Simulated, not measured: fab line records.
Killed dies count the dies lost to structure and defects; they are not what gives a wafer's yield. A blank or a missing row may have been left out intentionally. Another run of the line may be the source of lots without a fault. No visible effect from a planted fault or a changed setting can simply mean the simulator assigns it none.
fab line records ; flow n5Finfet
[record] lots = 7; wafers = 39
route steps=1938 shown FIN_SAQP@96 SD_EPI_N@273 GATE_CUT@490 BEOL_M0_SAQP@638 BEOL_M1@753 BEOL_M3@998 BEOL_M4@1084 BEOL_M7@1302 BEOL_M9@1440 BEOL_M11@1579 BEOL_M14@1744 PASSIVATION@1929
startH: hours from the record's opening day to when the first of the lot's shown wafers began ; waitH: time in hours since the lot's previous step ; " repeats the value in the row above ; L1.1+2: a row that stands for several wafers ; - no value, or no start was given ; * or withheld: withheld ; < > ~ a bound
route shown NAME@n: names a module that has steps shown in the file, with the first one's number in the route ; usual: mean/standard deviation of fault-free wafers ; same: alike in all rows ; chamber/n: place in a boat ; sites: readings site by site ; _std_site: how widely they spread, as a standard deviation ; _edge_site: outer sites' mean less inner sites' ; radiusMm: for every site, how far away it sits from the centre of the wafer ; mask NAME#n: copy n ; behind: the last tool/chamber to shape the wafer ; hold: the reason the lot was held/the length of the hold in hours/how it ended ; device: the transistor (n, p or np) that didn't switch ; end of line: tests of these same wafers at the route's end ; where a step has no rows: the recipe by itself ; killed: the dies lost at the first sort to structure and to defects; this is not the yield of the wafer ; map: the dies of a wafer, with x for killed, . for not killed, _ for no die there
set.NAME: setting as actually run; set.NAME@STEP: the setting as run at that earlier step ; model.NAME: the simulator's own value behind a step, which no gauge read
one table per step and one row per wafer, for lots whose settings were changed on purpose
[[steps]]
[step N5_FIN_SAQP_HM_DEP_03]
[recipe] material = SiNx; targetThkA = 380; tempC = 400; precursor = SiH4/NH3/N2; pressureTorr = 1.5; rfW = 300; timeS = 33.6
[step N5_FIN_SAQP_SPACER1_ALD_24]
[recipe] material = SiO2; targetThkA = 203; tempC = 300; aldPrecursorFamily = BDEAS; aldCoReactant = O2-plasma; pulseTimeS = 1; purgeTimeS = 2; coReactantPurgeTimeS = 2; aldCycles = 218; pressureTorr = 2
[step N5_SD_EPI_N_DESCUM_14]
[recipe] chemistry = O2; timeS = 7.9; sourcePowerW = 50; biasPowerW = 20; pressureMtorr = 20; rfFrequencyHz = 2.712e+07; tempC = 40; resist = CAR-ArF-block; o2FlowSccm = 225
[step N5_GATE_CUT_DESCUM_18]
[recipe] chemistry = O2; timeS = 7; sourcePowerW = 50; biasPowerW = 20; pressureMtorr = 20; rfFrequencyHz = 2.712e+07; tempC = 40; resist = CAR-EUV; o2FlowSccm = 225
[step N5_BEOL_M0_SAQP_PECVD_04]
[recipe] material = a-Si; targetThkA = 600; tempC = 350; precursor = SiH4/He; pressureTorr = 3; rfW = 100; timeS = 60.2
[step N5_BEOL_M1_PECVD_72]
[recipe] material = SiO2; targetThkA = 160; tempC = 400; precursor = TEOS/O2; pressureTorr = 5.5; rfW = 450; teosFlowSccm = 53.8; gas = O2; flowSccm = 3000; timeS = 18
[step N5_BEOL_M3_SPUTTER_81]
[recipe] material = Cu; targetThkA = 45; tempC = -20; chamberPressurePa = 0.07; powerW = withheld; timeS = 8.29
[step N5_BEOL_M4_SPUTTER_48]
[step N5_BEOL_M7_ETCH_66]
[recipe] chemistry = N2/H2; target = SOC; targetDepthA = 800; overetchA = 160; maskMaterial = SiARC; tempC = 40; timeS = 120; ionEnergyEv = 200; pressureMtorr = 30; sourceW = 840; biasW = 150; n2FlowSccm = 200; h2FlowSccm = 200
[step N5_BEOL_M9_ETCH_66]
[step N5_BEOL_M11_ETCH_41]
[recipe] chemistry = CH3F/O2; target = SiCN; targetDepthA = 426; taperDeg = 2; timeS = 86; ionEnergyEv = 120; maskMaterial = TiN; pressureMtorr = 30; sourceW = 395; biasW = 75; Ar_flow_sccm = 150; CH3F_flow_sccm = 30; O2_flow_sccm = 20
[step N5_BEOL_M14_DEVELOP_27]
[recipe] developTimeS = 45; rinseLiquid = diw; dry = airSpin; devTempC = 21
[step N5_PASSIVATION_PASS_ETCH_47]
[recipe] chemistry = CF4/O2; target = SiNx; targetDepthA = 7700; timeS = 385; ionEnergyEv = 100; pressureMtorr = 40; sourceW = 535; biasW = 49; Ar_flow_sccm = 100; cf4FlowSccm = 100; O2_flow_sccm = 10
[step N5_PASSIVATION_PROBE_49]
[usual] killedAtFrontEnd = 38/11
lot.wafer;tool;chamber;startH;waitH;set.targetThkA@FIN_SAQP_HM_DEP_03;set.aldCycles@FIN_SAQP_SPACER1_ALD_24;set.timeS@SD_EPI_N_DESCUM_14;set.timeS@GATE_CUT_DESCUM_18;set.timeS@BEOL_M0_SAQP_PECVD_04;set.timeS@BEOL_M1_PECVD_72;set.timeS@BEOL_M3_SPUTTER_81;set.timeS@BEOL_M4_SPUTTER_48;set.timeS@BEOL_M7_ETCH_66;set.timeS@BEOL_M9_ETCH_66;set.timeS@BEOL_M11_ETCH_41;set.developTimeS@BEOL_M14_DEVELOP_27;set.timeS@PASSIVATION_PASS_ETCH_47;killedAtFrontEnd
L076.1;prober-01;-;278.55;0.0;380;218;7.9;7;71.97;18;10.87;12.01;120;120;86;45;385;53
L076.2;prober-01;-;278.60;0.1;521.9;218;5.655;7;71.97;23.23;8.29;8.29;120;164.1;126.8;45;535;42
L076.3;prober-01;-;278.65;0.1;521.9;158;7.9;5.308;60.2;18;8.29;12.01;55.5;164.1;126.8;45;385;44
L076.4;prober-01;-;278.70;0.2;380;158;7.9;5.308;71.97;23.23;10.87;8.29;55.5;120;126.8;45;535;43
L076.5;prober-01;-;278.75;0.2;521.9;218;5.655;5.308;60.2;23.23;10.87;12.01;55.5;164.1;86;45;385;37
L076.6;prober-01;-;278.80;0.3;380;158;5.655;7;60.2;18;8.29;8.29;120;120;86;45;535;34
L079.2;prober-02;-;304.26;0.1;380;218;7.9;7;60.2;18;8.29;8.29;120;120;86;45;385;34
L079.4;prober-02;-;304.36;0.2;380;218;7.9;7;60.2;18;8.29;8.29;120;120;86;45;385;31
L079.6;prober-02;-;304.46;0.3;380;218;7.9;7;60.2;18;8.29;8.29;120;120;86;45;385;36
L085.1;prober-01;-;342.67;0.0;498.1;218;7.9;5.373;84;24.12;8.29;13.03;120;120;86;25.78;385;46
L085.2;prober-01;-;342.72;0.1;498.1;302;7.9;7;84;24.12;8.29;8.29;120;120;50.08;45;385;1131
L085.3;prober-01;-;342.77;0.1;380;218;7.9;5.373;60.2;18;8.29;13.03;120;161.2;50.08;25.78;524;32
L085.4;prober-01;-;342.82;0.2;498.1;302;7.9;5.373;60.2;18;8.29;8.29;120;120;50.08;25.78;524;1092
L085.5;prober-01;-;342.87;0.2;380;302;7.9;7;60.2;24.12;8.29;13.03;120;161.2;86;45;524;1118
L085.6;prober-01;-;342.92;0.3;380;218;7.9;7;84;18;8.29;8.29;120;161.2;86;45;385;41
L089.1;prober-02;-;358.02;0.0;380;282;7.9;7;82.3;18;5.574;6.965;170.6;120;105.9;45;607.3;1118
L089.2;prober-02;-;358.07;0.1;217.4;218;7.9;7;82.3;25.84;8.29;8.29;170.6;120;105.9;55.13;385;33
L089.3;prober-02;-;358.12;0.1;380;282;6.359;7;82.3;25.84;5.574;8.29;120;120;86;55.13;607.3;1126
L089.4;prober-02;-;358.17;0.2;217.4;218;6.359;7;60.2;25.84;8.29;6.965;120;77.52;86;55.13;607.3;42
L089.5;prober-02;-;358.22;0.2;380;218;7.9;7;60.2;18;5.574;8.29;120;77.52;105.9;45;385;35
L089.6;prober-02;-;358.27;0.3;217.4;282;6.359;7;60.2;18;8.29;6.965;170.6;77.52;86;45;385;1133
L092.1;prober-02;-;386.82;0.0;380;340;7.9;3.362;60.2;18;8.29;8.29;120;120;86;34.84;385;1122
L092.2;prober-02;-;386.87;0.1;380;340;7.9;3.362;29.19;18;4.536;8.29;120;178.4;86;45;230.3;1133
L092.3;prober-02;-;386.92;0.1;380;218;7.9;7;60.2;18;4.536;8.29;120;120;86;45;385;33
L092.4;prober-02;-;386.97;0.2;380;340;7.9;7;29.19;18;4.536;8.29;152.2;178.4;86;34.84;230.3;1105
L092.5;prober-02;-;387.02;0.2;380;218;7.9;7;60.2;18;8.29;8.29;152.2;178.4;86;45;385;60
L092.6;prober-02;-;387.07;0.3;380;218;7.9;3.362;29.19;18;8.29;8.29;152.2;120;86;34.84;230.3;30
L094.1;prober-01;-;410.42;0.0;380;218;7.9;7;60.2;18;9.845;12.16;120;120;86;45;385;42
L094.2;prober-01;-;410.47;0.1;300.2;218;7.9;9.318;42.8;18;9.845;8.29;120;82.43;47.72;45;385;25
L094.3;prober-01;-;410.52;0.1;380;310;7.9;9.318;60.2;18;8.29;8.29;140.7;82.43;86;20.5;442.8;1119
L094.4;prober-01;-;410.57;0.2;300.2;310;7.9;9.318;42.8;24.29;9.845;12.16;140.7;120;47.72;45;442.8;1078
L094.5;prober-01;-;410.62;0.2;300.2;310;7.9;7;60.2;24.29;8.29;12.16;120;82.43;47.72;20.5;442.8;1129
L094.6;prober-01;-;410.67;0.3;380;218;7.9;7;42.8;24.29;8.29;8.29;140.7;120;86;20.5;385;33
L096.1;prober-01;-;414.12;0.0;210.8;218;9.933;7;29.29;7.207;6.378;10.5;120;120;44.8;60.59;385;37
L096.2;prober-01;-;414.17;0.1;380;218;7.9;8.299;29.29;18;8.29;8.29;120;84.3;86;60.59;385;25
L096.3;prober-01;-;414.22;0.1;210.8;297;7.9;8.299;29.29;7.207;6.378;8.29;120;120;86;60.59;173.1;1103
L096.4;prober-01;-;414.27;0.2;380;297;9.933;7;60.2;7.207;8.29;8.29;120;84.3;44.8;45;173.1;1112
L096.5;prober-01;-;414.32;0.2;210.8;218;7.9;7;60.2;18;6.378;10.5;120;84.3;44.8;45;173.1;51
L096.6;prober-01;-;414.37;0.3;380;297;9.933;8.299;60.2;18;8.29;10.5;120;120;86;45;385;1102
// killed by level:class
L076.1 BEOL_M1:geometricParticle:open=15 FIN_SAQP:geometricParticle:open=11 STI_FIN_REVEAL:geometricParticle:open=10 MOL_CONTACT_COAG:geometricParticle:open=9 STARTING-WAFER:geometricParticle:short=8 BEOL_M1:geometricParticle:short=7 FIN_SAQP:geometricParticle:short=6 BEOL_M4:geometricParticle:open=5
L076.2 FIN_SAQP:geometricParticle:short=11 STI_FIN_REVEAL:geometricParticle:open=11 FIN_SAQP:geometricParticle:open=6 MOL_CONTACT_COAG:geometricParticle:open=5 BEOL_M3:geometricParticle:open=5 BEOL_M3:geometricParticle:short=4 DUMMY_GATE:geometricParticle:open=4 BEOL_M4:geometricParticle:open=4
L076.3 BEOL_M7:areaEtch=1087 FIN_SAQP:geometricParticle:open=20 BEOL_M3:geometricParticle:open=8 BEOL_M4:geometricParticle:open=7 STI_FIN_REVEAL:geometricParticle:open=6 DUMMY_GATE:geometricParticle:open=6 FIN_SAQP:geometricParticle:short=5 BEOL_M0_SAQP:geometricParticle:short=4
L076.4 BEOL_M7:areaEtch=1089 FIN_SAQP:geometricParticle:short=13 FIN_SAQP:geometricParticle:open=9 BEOL_M0_SAQP:geometricParticle:short=8 MOL_CONTACT_COAG:geometricParticle:open=6 BEOL_M0_SAQP:geometricParticle:open=6 STI_FIN_REVEAL:geometricParticle:open=5 BEOL_M3:geometricParticle:open=5
L076.5 BEOL_M7:areaEtch=1088 FIN_SAQP:geometricParticle:open=11 BEOL_M3:geometricParticle:open=8 MOL_CONTACT_COAG:geometricParticle:open=7 MOL_CONTACT_COAG:geometricParticle:short=5 DUMMY_GATE:geometricParticle:open=5 BEOL_M0_SAQP:geometricParticle:short=5 BEOL_M1:geometricParticle:open=5
L076.6 STI_FIN_REVEAL:geometricParticle:open=10 FIN_SAQP:geometricParticle:short=8 FIN_SAQP:geometricParticle:open=6 MOL_CONTACT_COAG:geometricParticle:open=5 BEOL_M0_SAQP:geometricParticle:open=4 DUMMY_GATE:geometricParticle:open=3 BEOL_M2:geometricParticle:open=3 BEOL_M3:geometricParticle:open=3
L079.2 MOL_CONTACT_COAG:geometricParticle:open=22 BEOL_M4:geometricParticle:short=12 BEOL_M0_SAQP:geometricParticle:open=10 BEOL_M0_SAQP:geometricParticle:short=9 STI_FIN_REVEAL:geometricParticle:open=6 DUMMY_GATE:geometricParticle:open=6 MOL_CONTACT_COAG:geometricParticle:short=5 BEOL_M3:geometricParticle:open=5
L079.4 MOL_CONTACT_COAG:geometricParticle:open=20 BEOL_M0_SAQP:geometricParticle:short=11 BEOL_M1:geometricParticle:open=11 GATE_CUT:geometricParticle:short=8 BEOL_M4:geometricParticle:open=7 BEOL_M0_SAQP:geometricParticle:open=6 FIN_SAQP:geometricParticle:open=5 DUMMY_GATE:geometricParticle:open=5
L079.6 MOL_CONTACT_COAG:geometricParticle:open=20 BEOL_M1:geometricParticle:open=12 DUMMY_GATE:geometricParticle:open=5 MOL_CONTACT_COAG:geometricParticle:short=5 BEOL_M0_SAQP:geometricParticle:short=5 BEOL_M2:geometricParticle:open=5 FIN_SAQP:geometricParticle:open=4 FIN_SAQP:geometricParticle:short=4
L085.1 BEOL_M0_SAQP:geometricParticle:short=16 STI_FIN_REVEAL:geometricParticle:open=11 FIN_SAQP:geometricParticle:short=10 BEOL_M0_SAQP:geometricParticle:open=9 BEOL_M4:geometricParticle:open=9 FIN_SAQP:geometricParticle:open=6 GATE_CUT:geometricParticle:open=6 BEOL_M1:geometricParticle:open=6
L085.2 FIN_SAQP:areaAld=1093 BEOL_M4:geometricParticle:open=10 STI_FIN_REVEAL:geometricParticle:open=9 BEOL_M2:geometricParticle:open=8 FIN_SAQP:geometricParticle:short=7 BEOL_M1:geometricParticle:open=6 DUMMY_GATE:geometricParticle:open=5 GATE_CUT:geometricParticle:open=4
L085.3 MOL_CONTACT_COAG:geometricParticle:open=9 STI_FIN_REVEAL:geometricParticle:open=7 BEOL_M2:geometricParticle:open=7 FIN_SAQP:geometricParticle:short=6 DUMMY_GATE:geometricParticle:open=5 BEOL_M0_SAQP:geometricParticle:open=5 GATE_CUT:geometricParticle:short=4 BEOL_M0_SAQP:geometricParticle:short=4
L085.4 FIN_SAQP:areaAld=1051 BEOL_M4:geometricParticle:open=23 MOL_CONTACT_COAG:geometricParticle:open=11 STI_FIN_REVEAL:geometricParticle:open=9 BEOL_M0_SAQP:geometricParticle:open=9 BEOL_M0_SAQP:geometricParticle:short=9 GATE_CUT:geometricParticle:short=6 BEOL_M4:geometricParticle:short=6
L085.5 FIN_SAQP:areaAld=1071 STI_FIN_REVEAL:geometricParticle:open=21 BEOL_M3:geometricParticle:open=12 BEOL_M0_SAQP:geometricParticle:short=10 FIN_SAQP:geometricParticle:short=8 MOL_CONTACT_COAG:geometricParticle:open=8 BEOL_M2:geometricParticle:open=6 BEOL_M0_SAQP:geometricParticle:open=5
L085.6 BEOL_M0_SAQP:geometricParticle:open=17 FIN_SAQP:geometricParticle:short=11 BEOL_M0_SAQP:geometricParticle:short=10 BEOL_M2:geometricParticle:open=8 FIN_SAQP:geometricParticle:open=7 BEOL_M4:geometricParticle:open=7 STI_FIN_REVEAL:geometricParticle:open=6 GATE_CUT:geometricParticle:short=6
L089.1 FIN_SAQP:areaAld=1081 FIN_SAQP:geometricParticle:short=13 MOL_CONTACT_COAG:geometricParticle:open=10 STI_FIN_REVEAL:geometricParticle:open=7 BEOL_M0_SAQP:geometricParticle:short=7 BEOL_M2:geometricParticle:open=7 FIN_SAQP:geometricParticle:open=6 BEOL_M1:geometricParticle:open=6
L089.2 FIN_SAQP:geometricParticle:short=10 STI_FIN_REVEAL:geometricParticle:open=7 BEOL_M2:geometricParticle:open=6 BEOL_M3:geometricParticle:open=5 FIN_SAQP:geometricParticle:open=4 MOL_CONTACT_COAG:geometricParticle:open=4 MOL_CONTACT_COAG:geometricParticle:short=4 BEOL_M1:geometricParticle:short=4
L089.3 FIN_SAQP:areaAld=1080 STI_FIN_REVEAL:geometricParticle:open=17 FIN_SAQP:geometricParticle:short=14 BEOL_M2:geometricParticle:open=13 MOL_CONTACT_COAG:geometricParticle:open=12 FIN_SAQP:geometricParticle:open=4 BEOL_M3:geometricParticle:open=4 STARTING-WAFER:geometricParticle:short=4
L089.4 FIN_SAQP:geometricParticle:short=13 BEOL_M2:geometricParticle:open=13 MOL_CONTACT_COAG:geometricParticle:open=10 GATE_CUT:geometricParticle:short=8 FIN_SAQP:geometricParticle:open=7 STI_FIN_REVEAL:geometricParticle:open=6 BEOL_M0_SAQP:geometricParticle:short=6 BEOL_M9:areaEtch=6
L089.5 BEOL_M2:geometricParticle:open=12 FIN_SAQP:geometricParticle:short=9 BEOL_M3:geometricParticle:open=8 MOL_CONTACT_COAG:geometricParticle:open=6 STI_FIN_REVEAL:geometricParticle:open=5 BEOL_M0:geometricParticle:open=5 STI_FIN_REVEAL:geometricParticle:short=4 BEOL_M0_SAQP:geometricParticle:open=4
L089.6 FIN_SAQP:areaAld=1111 MOL_CONTACT_COAG:geometricParticle:open=9 BEOL_M0_SAQP:geometricParticle:short=6 BEOL_M0_SAQP:geometricParticle:open=6 BEOL_M2:geometricParticle:open=6 BEOL_M4:geometricParticle:open=5 FIN_SAQP:geometricParticle:open=4 FIN_SAQP:geometricParticle:short=3
L092.1 FIN_SAQP:areaAld=1075 FIN_SAQP:geometricParticle:open=17 FIN_SAQP:geometricParticle:short=7 BEOL_M0_SAQP:geometricParticle:open=7 BEOL_M2:geometricParticle:open=7 MOL_CONTACT_COAG:geometricParticle:open=6 DUMMY_GATE:geometricParticle:open=5 BEOL_M0_SAQP:geometricParticle:short=5
L092.2 FIN_SAQP:areaAld=1102 FIN_SAQP:geometricParticle:open=10 BEOL_M2:geometricParticle:open=10 FIN_SAQP:geometricParticle:short=8 GATE_CUT:geometricParticle:open=5 MOL_CONTACT_COAG:geometricParticle:open=5 BEOL_M0_SAQP:geometricParticle:open=5 BEOL_M0_SAQP:geometricParticle:short=5
L092.3 BEOL_M2:geometricParticle:open=15 BEOL_M0_SAQP:geometricParticle:short=9 BEOL_M0_SAQP:geometricParticle:open=8 STI_FIN_REVEAL:geometricParticle:open=7 GATE_CUT:geometricParticle:short=5 STARTING-WAFER:geometricParticle:open=5 FIN_SAQP:geometricParticle:short=4 BEOL_M3:geometricParticle:open=4
L092.4 FIN_SAQP:areaAld=1062 BEOL_M0_SAQP:geometricParticle:short=14 BEOL_M0_SAQP:geometricParticle:open=13 BEOL_M2:geometricParticle:open=13 FIN_SAQP:geometricParticle:short=10 GATE_CUT:geometricParticle:short=6 BEOL_M4:geometricParticle:open=6 FIN_SAQP:geometricParticle:open=5
L092.5 FIN_SAQP:geometricParticle:open=26 BEOL_M0_SAQP:geometricParticle:open=7 ILD0:geometricParticle:short=7 BEOL_M0_SAQP:geometricParticle:short=7 FIN_SAQP:geometricParticle:short=6 BEOL_M2:geometricParticle:open=6 DUMMY_GATE:geometricParticle:open=5 BEOL_M4:geometricParticle:open=5
L092.6 PASSIVATION:areaEtch=1106 FIN_SAQP:geometricParticle:open=8 BEOL_M0_SAQP:geometricParticle:open=8 BEOL_M0_SAQP:geometricParticle:short=7 MOL_CONTACT_COAG:geometricParticle:open=5 BEOL_M3:geometricParticle:short=4 FIN_SAQP:geometricParticle:short=3 STI_FIN_REVEAL:geometricParticle:open=3
L094.1 BEOL_M0_SAQP:geometricParticle:open=15 MOL_CONTACT_COAG:geometricParticle:open=12 BEOL_M0_SAQP:geometricParticle:short=12 GATE_CUT:geometricParticle:short=11 GATE_CUT:geometricParticle:open=8 FIN_SAQP:geometricParticle:open=7 BEOL_M4:geometricParticle:open=6 DUMMY_GATE:geometricParticle:open=4
L094.2 BEOL_M0_SAQP:geometricParticle:short=21 MOL_CONTACT_COAG:geometricParticle:open=12 BEOL_M0_SAQP:geometricParticle:open=6 BEOL_M2:geometricParticle:short=5 DUMMY_GATE:geometricParticle:open=4 BEOL_M3:geometricParticle:open=4 STARTING-WAFER:geometricParticle:open=4 STI_FIN_REVEAL:geometricParticle:open=3
L094.3 FIN_SAQP:areaAld=1087 BEOL_M0_SAQP:geometricParticle:short=14 BEOL_M0_SAQP:geometricParticle:open=9 DUMMY_GATE:geometricParticle:open=8 STI_FIN_REVEAL:geometricParticle:open=7 BEOL_M2:geometricParticle:short=5 BEOL_M3:geometricParticle:open=5 BEOL_M4:geometricParticle:open=5
L094.4 FIN_SAQP:areaAld=1030 BEOL_M0_SAQP:geometricParticle:open=25 BEOL_M0_SAQP:geometricParticle:short=24 MOL_CONTACT_COAG:geometricParticle:open=12 STI_FIN_REVEAL:geometricParticle:open=8 BEOL_M3:geometricParticle:open=8 FIN_SAQP:geometricParticle:short=7 FIN_SAQP:geometricParticle:open=7
L094.5 FIN_SAQP:areaAld=1081 BEOL_M0_SAQP:geometricParticle:open=17 GATE_CUT:geometricParticle:short=9 FIN_SAQP:geometricParticle:open=7 BEOL_M0_SAQP:geometricParticle:short=7 BEOL_M3:geometricParticle:open=7 BEOL_M1:geometricParticle:open=5 STARTING-WAFER:geometricParticle:open=5
L094.6 BEOL_M0_SAQP:geometricParticle:open=15 BEOL_M0_SAQP:geometricParticle:short=9 BEOL_M1:geometricParticle:open=9 BEOL_M3:geometricParticle:open=7 FIN_SAQP:geometricParticle:open=5 FIN_SAQP:geometricParticle:short=4 DUMMY_GATE:geometricParticle:open=4 MOL_CONTACT_COAG:geometricParticle:open=4
L096.1 BEOL_M0_SAQP:geometricParticle:short=14 FIN_SAQP:geometricParticle:open=12 BEOL_M0_SAQP:geometricParticle:open=12 BEOL_M3:geometricParticle:open=7 BEOL_M5:geometricParticle:open=5 BEOL_M4:geometricParticle:open=5 FIN_SAQP:geometricParticle:short=4 MOL_CONTACT_COAG:geometricParticle:open=4
L096.2 BEOL_M4:geometricParticle:open=15 MOL_CONTACT_COAG:geometricParticle:open=12 BEOL_M0_SAQP:geometricParticle:short=11 FIN_SAQP:geometricParticle:open=7 BEOL_M3:geometricParticle:open=7 BEOL_M0_SAQP:geometricParticle:open=6 ILD0:geometricParticle:short=4 BEOL_M5:geometricParticle:open=4
L096.3 FIN_SAQP:areaAld=1087 BEOL_M0_SAQP:geometricParticle:open=14 BEOL_M3:geometricParticle:open=12 BEOL_M0_SAQP:geometricParticle:short=11 BEOL_M4:geometricParticle:open=8 BEOL_M7:geometricParticle:open=7 MOL_CONTACT_COAG:geometricParticle:open=6 BEOL_M5:geometricParticle:open=4
L096.4 FIN_SAQP:areaAld=1078 BEOL_M0_SAQP:geometricParticle:short=17 FIN_SAQP:geometricParticle:open=15 BEOL_M0_SAQP:geometricParticle:open=10 BEOL_M3:geometricParticle:open=6 BEOL_M4:geometricParticle:open=6 STI_FIN_REVEAL:geometricParticle:open=5 BEOL_M5:geometricParticle:open=5
L096.5 PASSIVATION:areaEtch=1068 FIN_SAQP:geometricParticle:open=16 BEOL_M0_SAQP:geometricParticle:open=10 BEOL_M0_SAQP:geometricParticle:short=9 ILD0:geometricParticle:open=7 STARTING-WAFER:geometricParticle:short=7 BEOL_M2:geometricParticle:open=6 STI_FIN_REVEAL:geometricParticle:open=5
L096.6 FIN_SAQP:areaAld=1068 FIN_SAQP:geometricParticle:open=14 BEOL_M0_SAQP:geometricParticle:open=11 BEOL_M2:geometricParticle:open=11 BEOL_M3:geometricParticle:open=9 BEOL_M0_SAQP:geometricParticle:short=8 MOL_CONTACT_COAG:geometricParticle:open=7 BEOL_M3:geometricParticle:short=6
[[key]]
[split] step = N5_FIN_SAQP_HM_DEP_03; setting = targetThkA; statedAs = 380
response none clear
[split] step = N5_FIN_SAQP_SPACER1_ALD_24; setting = aldCycles; statedAs = 218
[response] step = N5_PASSIVATION_PROBE_49; reading = killedAtFrontEnd; slope = +23.7; per = 1%; togetherWith = all; explained = 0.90
[split] step = N5_SD_EPI_N_DESCUM_14; setting = timeS; statedAs = 7.9
response none clear
[split] step = N5_GATE_CUT_DESCUM_18; setting = timeS; statedAs = 7
response none clear
[split] step = N5_BEOL_M0_SAQP_PECVD_04; setting = timeS; statedAs = 60.2
response none clear
[split] step = N5_BEOL_M1_PECVD_72; setting = timeS; statedAs = 18
response none clear
[split] step = N5_BEOL_M3_SPUTTER_81; setting = timeS; statedAs = 8.29
response none clear
[split] step = N5_BEOL_M4_SPUTTER_48; setting = timeS; statedAs = 8.29
response none clear
[split] step = N5_BEOL_M7_ETCH_66; setting = timeS; statedAs = 120
response none clear
[split] step = N5_BEOL_M9_ETCH_66; setting = timeS; statedAs = 120
response none clear
[split] step = N5_BEOL_M11_ETCH_41; setting = timeS; statedAs = 86
response none clear
[split] step = N5_BEOL_M14_DEVELOP_27; setting = developTimeS; statedAs = 45
response none clear
[split] step = N5_PASSIVATION_PASS_ETCH_47; setting = timeS; statedAs = 385
response none clear
